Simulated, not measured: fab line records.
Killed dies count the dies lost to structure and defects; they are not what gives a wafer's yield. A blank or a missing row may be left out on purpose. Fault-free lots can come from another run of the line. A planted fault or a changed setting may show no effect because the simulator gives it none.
Matching of chambers -- flow n5-finfet -- 4 sister chambers for N5_SD_EPI_N_ETCH_35 on rie-diel-05
The step etches SOC in N2/H2, overetch 108 nm, time 486 s. 4 wafers are shown with their chamber, then 10 later ones without.

WAFERS PAIRED WITH THEIR CHAMBERS
wafer,chamber,drypump-motor-current-A (A)
L079.2,1,6.2
L085.3,0,5.7
L087.1,3,6.8
L087.2,2,5.8

WAFERS WHOSE CHAMBER IS MISSING
wafer,drypump-motor-current-A (A)
L087.6,6.7
L092.3,5.7
L092.5,5.8
L092.6,6.8
L095.1,6.2
L095.3,6.7
L095.6,6.2
L096.1,5.8
L096.5,5.8
L096.6,6.2

CHAMBER TAKEN BY EACH
wafer,from the rows above,in truth
L087.6,3,3
L092.3,0,0
L092.5,2,2
L092.6,3,3
L095.1,1,1
L095.3,3,3
L095.6,1,1
L096.1,2,2
L096.5,2,2
L096.6,1,1
Correct placement for 10 of the 10. Number that these rows cannot place: 0. 0 placed wrongly.
How it was worked out, from the rows above alone: a wafer's distance from a chamber is the root of the sum, over the readings, of the square of ((its reading less the chamber's mean) divided by the reading's scatter). If the next closest chamber is less than 2 further off than the closest, the wafer can't be placed; otherwise it belongs to the closest. The mean given for a chamber averages the wafers shown for that chamber. The scatter: with one shown wafer a chamber, the root of the mean of the squares of how far each hidden wafer lies from its nearest shown one.
